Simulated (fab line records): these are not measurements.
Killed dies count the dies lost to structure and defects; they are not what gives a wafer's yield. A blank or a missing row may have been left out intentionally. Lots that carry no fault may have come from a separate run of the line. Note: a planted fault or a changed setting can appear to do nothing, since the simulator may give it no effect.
Matching of chambers ; flow n5Finfet ; N5_BEOL_M6_ETCH_66 on rieDiel-06 has 4 sister chambers
The step etches SOC in N2/H2, target depth 80 nm, overetch 16 nm, time 120 s. 14 wafers are shown with their chamber, then 6 later ones without.

WAFERS WITH THEIR CHAMBER
wafer;chamber;drypumpMotorCurrentA (A);oesProductAu (a.u.);showerheadPlenumPTorr (Torr)
L930.3;1;5.2;0.53;2.61
L930.4;0;5.9;0.55;2.62
L930.5;1;5.2;0.53;2.61
L928.1;3;6.8;0.53;2.61
L928.4;0;5.9;0.56;2.62
L928.5;0;5.9;0.56;2.62
L935.1;2;6.1;0.51;2.62
L935.4;1;5.2;0.52;2.61
L935.6;0;5.9;0.55;2.62
L936.1;2;6.2;0.52;2.61
L936.2;1;5.2;0.52;2.61
L936.6;0;5.9;0.55;2.62
L937.2;1;5.2;0.51;2.60
L937.4;1;5.2;0.52;2.60

SIGNATURES (averages over the wafers above)
reading;chamber 0;chamber 1;chamber 2;chamber 3;scatter within a chamber
drypumpMotorCurrentA;5.900;5.200;6.150;6.800;0.0224
oesProductAu;0.5540;0.5217;0.5150;0.5300;0.00673
showerheadPlenumPTorr;2.6200;2.6067;2.6150;2.6100;0.00428
Rule: for each reading, subtract the chamber's mean from the wafer's reading, divide by that reading's scatter and square the result; add these up over the readings and take the root, which gives the wafer's distance from the chamber. The wafer belongs to the nearest chamber; if the next one is less than 2 further off, it can't be placed. How the scatter is found: for the shown wafers, subtract from each reading the mean of its chamber, square and add these, divide the total by (wafers less chambers), then take the root.

WAFERS WITH NO CHAMBER GIVEN
wafer;drypumpMotorCurrentA (A);oesProductAu (a.u.);showerheadPlenumPTorr (Torr)
L943.2;6.3;0.71;2.61
L943.6;5.2;0.46;2.60
L945.5;6.8;0.62;2.60
L945.6;5.9;0.48;2.61
L946.5;5.9;0.48;2.61
L946.6;6.2;0.64;2.61

WHICH CHAMBER EACH WENT THROUGH
wafer;from the rows above;in truth
L943.2;can't be placed: 0 or 2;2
L943.6;1;1
L945.5;3;3
L945.6;can't be placed: 0 or 2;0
L946.5;can't be placed: 0 or 2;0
L946.6;can't be placed: 0 or 2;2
Correct placement for 2 of the 6. Not placeable from these rows: 4 (in 4, the candidates include the true chamber). Number placed wrongly: 0.
